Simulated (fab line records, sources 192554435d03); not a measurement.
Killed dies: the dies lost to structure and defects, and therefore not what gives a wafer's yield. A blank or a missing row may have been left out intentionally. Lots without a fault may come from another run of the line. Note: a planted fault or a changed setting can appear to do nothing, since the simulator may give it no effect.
Matching of chambers	flow n5_finfet	rie_diel-03 running N5_BEOL_M5_ETCH_62: 4 sister chambers
The step etches SOC in N2/H2, target depth 75 nm, overetch 15 nm, time 112.5 s. 8 wafers are shown with their chamber, then 7 later ones without.

WAFERS, EACH WITH ITS CHAMBER
wafer	chamber	drypump_motor_current_A (A)	showerhead_plenum_p_Torr (Torr)
L085.2	3	6.5	2.52
L085.3	0	5.2	2.48
L085.6	1	5.9	2.60
L086.3	3	6.4	2.52
L086.5	2	6.0	2.40
L086.6	1	5.9	2.60
L089.1	0	5.2	2.47
L089.2	2	6.0	2.40

WAFERS MISSING THEIR CHAMBER
wafer	drypump_motor_current_A (A)	showerhead_plenum_p_Torr (Torr)
L089.5	6.4	2.52
L094.1	5.9	2.59
L094.3	6.0	2.72
L094.4	6.5	2.51
L096.1	5.9	2.59
L096.5	6.0	2.72
L096.6	6.5	2.51

THE CHAMBER EACH PASSED THROUGH
wafer	from the rows above	in truth
L089.5	3	3
L094.1	1	1
L094.3	1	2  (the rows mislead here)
L094.4	3	3
L096.1	1	1
L096.5	1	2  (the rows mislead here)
L096.6	3	3
Placed correctly: 5 of 7. Not placeable from these rows: 0. Placed wrongly: 2.
How it was worked out, from the rows above alone: a wafer's distance from a chamber is the root of the sum, over the readings, of the square of ((its reading less the chamber's mean) divided by the reading's scatter). If the next closest chamber is less than 2 further off than the closest, the wafer can't be placed; otherwise it belongs to the closest. A chamber's mean is the mean of its shown wafers. How the scatter is found: for the shown wafers, subtract from each reading the mean of its chamber, square and add these, divide the total by (wafers less chambers), then take the root.
